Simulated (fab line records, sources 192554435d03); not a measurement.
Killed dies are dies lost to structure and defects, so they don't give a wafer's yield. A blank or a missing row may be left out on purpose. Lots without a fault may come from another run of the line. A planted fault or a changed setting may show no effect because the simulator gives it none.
Problem report in the 8D (eight disciplines) form, filled by code | flow n5_finfet | the parts of the form that need people (team, actions taken, sign-off) are left out

1. THE PROBLEM
cd_nm at N5_BEOL_M14_CD_MEAS_28 reads a mean of 267.0 nm on 9 wafers of 3 lots; wafers without a fault read 287.7 nm with a standard deviation of 2. That is -10 standard deviations from the usual mean.
The step: target cd 284.4 nm.
First seen on wafer L186.2, day 16 01:45, on cd_sem-03. The record holds 25 wafers of 10 lots with a number at this step. Rule for "out", or "out of limits": more than 4 standard deviations from the usual mean. The other wafers with a number count as sound.

2. WHAT IT IS AND WHAT IT IS NOT
question                    | is                              | is not
which readings at this step | cd_nm                           | -
which lots                  | L186, L187, L188                | L170, L172, L173, L175, L176, L181, L183
which wafers of those lots  | all that have a number          | -
read on which gauges        | cd_sem-01, cd_sem-02, cd_sem-03 | -
when                        | from day 16 01:45               | up to then (16 sound wafers)

3. SUSPECTS, AND WHAT RULES EACH OUT
Counting: a tool at a process step up to the reading stays a suspect if it ran every lot that is out and no sound lot after the first of them.
- the gauge at N5_BEOL_M14_CD_MEAS_28: ruled out. The wafers that are out were read on 3 gauges (cd_sem-01, cd_sem-02, cd_sem-03).
- krf_scanner-01 at N5_BEOL_M14_EXPOSE_25 (exposes mask M14, target cd 280 nm): kept. It ran every lot that is out, first L186 (day 16 01:35), and no sound lot after that; its last sound lot up to then is L181 (day 15 02:25). Its own readings are out on those wafers: exposure_dose_mJ_cm2.
Left after counting: krf_scanner-01 at N5_BEOL_M14_EXPOSE_25.

4. THE CAUSE (what the simulator had put in)
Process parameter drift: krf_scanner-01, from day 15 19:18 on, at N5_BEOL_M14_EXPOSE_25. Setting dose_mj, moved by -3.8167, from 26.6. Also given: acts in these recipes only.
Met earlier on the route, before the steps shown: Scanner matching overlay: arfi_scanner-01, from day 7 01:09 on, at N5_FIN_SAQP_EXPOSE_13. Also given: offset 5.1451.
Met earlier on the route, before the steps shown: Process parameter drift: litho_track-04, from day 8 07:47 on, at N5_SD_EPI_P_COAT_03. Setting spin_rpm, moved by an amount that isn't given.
Counting left only this tool.

5. THE CHAIN OF EFFECTS, in route order
Each row: a reading whose mean over the struck wafers that have a number lies more than 3 standard deviations from the usual. Only readings for which the record gives a usual standard deviation are gone through. hours: the time from each lot's start at the first step in this table that gives one to its start at this step, as a median over the lots. sigmas: the change in usual standard deviations.
hours | step                    | reading              | usual        | on struck wafers | change | sigmas
0     | N5_BEOL_M14_EXPOSE_25   | exposure_dose_mJ_cm2 | 26.59        | 23.49            | -3.10  | -97
0     | N5_BEOL_M14_CD_MEAS_28  | cd_nm                | 287.7 nm     | 267.0            | -20.7  | -10
12    | N5_BEOL_M15_RC_MEAS_101 | SERP_M14             | 0.159 ohm/um | 0.176            | +0.017 | +3.0
12    | N5_BEOL_M15_RC_MEAS_101 | SERP_M14_max_site    | 0.160 ohm/um | 0.178            | +0.018 | +3.1
The process steps in it:
- N5_BEOL_M14_EXPOSE_25: exposes mask M14, target cd 280 nm.
Later measuring or inspecting steps at which every struck wafer that the step has a row for has a number for every such reading, and none has moved that far: N5_BEOL_M14_OVL_MEAS_29.

6. WHAT WOULD HAVE CAUGHT IT SOONER
In this record the first reading out of limits at a measuring or inspecting step was taken at day 16 01:45, 6 hours after the fault began at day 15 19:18.
The tool's own readings at N5_BEOL_M14_EXPOSE_25 were out on every struck wafer that the step has a row for (exposure_dose_mJ_cm2): an alarm limit on them would have fired on the first of those.
Of the lots that are out (3), L187, L188 began N5_BEOL_M14_EXPOSE_25 on krf_scanner-01 after day 16 01:45. A hold on the tool at that time would have spared those 2.
